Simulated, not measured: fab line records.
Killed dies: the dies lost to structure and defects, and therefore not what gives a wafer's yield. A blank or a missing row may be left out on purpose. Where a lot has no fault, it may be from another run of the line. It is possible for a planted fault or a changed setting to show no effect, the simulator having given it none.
Chamber matching ; flow nand harc ; NHARC_A_WL_FILL_ALD_10 on ald hk-03 has 4 sister chambers
The step deposits SiO2, target thk 50 nm, pulse time 10 s, ald cycles 500. 8 wafers are shown with their chamber, then 12 later ones without.

WAFERS PAIRED WITH THEIR CHAMBERS
wafer;chamber;heater power w (W);precursor pulse height rel
L081.5;2;483;1.010
L083.2;2;481;1.018
L083.6;3;435;0.994
L089.4;0;457;1.013
L089.5;1;506;1.005
L088.1;1;508;1.007
L088.5;0;469;0.993
L088.6;3;449;0.969

WAFERS WITH NO CHAMBER GIVEN
wafer;heater power w (W);precursor pulse height rel
L092.2;462;1.031
L092.3;446;0.995
L092.4;481;1.010
L093.3;487;1.033
L093.5;457;0.969
L093.6;479;1.014
L094.1;485;1.042
L094.4;466;0.987
L094.5;489;0.991
L097.1;516;1.003
L097.3;476;0.991
L097.6;464;1.004

WHICH CHAMBER EACH WENT THROUGH
wafer;from the rows above;in truth
L092.2;can't be placed: 0 or 2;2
L092.3;can't be placed: 3 or 0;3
L092.4;2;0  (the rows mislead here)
L093.3;2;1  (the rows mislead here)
L093.5;can't be placed: 3 or 0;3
L093.6;2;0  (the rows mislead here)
L094.1;2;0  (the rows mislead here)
L094.4;can't be placed: 0 or 2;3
L094.5;can't be placed: 2 or 1 or 0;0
L097.1;1;1
L097.3;can't be placed: 2 or 0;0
L097.6;0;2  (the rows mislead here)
Correctly placed: 1 of 12. Unplaceable from these rows: 6, with the true chamber sitting among the candidates in 5. Placed wrongly: 5.
How it was worked out, from the rows above alone: a wafer's distance from a chamber is the root of the sum, over the readings, of the square of ((its reading less the chamber's mean) divided by the reading's scatter). The wafer belongs to the nearest chamber; if the next one is less than 2 further off, it can't be placed. For every chamber, the mean is computed from those of its wafers that are shown. The scatter: take each reading less its chamber's mean, square it, sum over the shown wafers, divide by the number of wafers less the number of chambers, and take the root.
